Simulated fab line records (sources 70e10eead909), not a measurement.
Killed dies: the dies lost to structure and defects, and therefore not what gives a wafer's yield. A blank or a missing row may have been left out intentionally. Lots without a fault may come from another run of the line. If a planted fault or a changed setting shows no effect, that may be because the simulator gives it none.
Matching of chambers -- flow nand_harc -- 4 sister chambers for NHARC_A_CONTACT_ALD_18 on ald_metal-04
The step deposits TiN, target thk 3 nm, pulse time 1 s, ald cycles 150. 16 wafers are shown with their chamber, then 8 later ones without.

## EACH WAFER AND ITS CHAMBER
wafer,chamber,heater_power_w (W),precursor_pulse_height_rel
L074.1,3,978,0.968
L074.2,1,1072,0.980
L074.3,0,1033,0.978
L079.1,0,1052,1.003
L079.2,1,1086,0.963
L079.6,0,1044,1.003
L079.3,3,968,1.024
L079.4,2,1491,0.985
L079.5,1,1053,1.024
L083.2,2,1442,1.005
L083.5,3,990,1.017
L083.6,2,1427,0.994
L083.1,3,995,0.958
L083.3,0,1005,1.014
L083.4,1,1087,1.011
L087.4,2,1439,0.998

SIGNATURES, as means of the wafers listed above
reading,chamber 0,chamber 1,chamber 2,chamber 3,scatter within a chamber
heater_power_w,1033.50,1074.50,1449.75,982.75,20.1
precursor_pulse_height_rel,0.99950,0.99450,0.99550,0.99175,0.0235
Rule: a wafer's distance from a chamber is the root of the sum, over the readings, of the square of ((its reading less the chamber's mean) divided by the reading's scatter). If the next closest chamber is less than 2 further off than the closest, the wafer can't be placed; otherwise it belongs to the closest. How the scatter is found: for the shown wafers, subtract from each reading the mean of its chamber, square and add these, divide the total by (wafers less chambers), then take the root.

## WAFERS WHOSE CHAMBER IS MISSING
wafer,heater_power_w (W),precursor_pulse_height_rel
L087.5,1110,0.994
L087.6,991,0.984
L096.4,1019,0.986
L096.5,991,1.004
L096.6,1468,0.979
L095.1,989,1.003
L095.2,994,1.022
L095.4,1113,1.000

## WHICH CHAMBER EACH WENT THROUGH
wafer,from the rows above,in truth
L087.5,1,1
L087.6,can't be placed: 3 or 0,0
L096.4,can't be placed: 0 or 3 or 1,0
L096.5,can't be placed: 3 or 0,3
L096.6,2,2
L095.1,can't be placed: 3 or 0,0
L095.2,can't be placed: 3 or 0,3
L095.4,1,1
Correct placement for 3 of the 8. Can't be placed from these rows: 5 (the true chamber is among the candidates in 5). Number placed wrongly: 0.
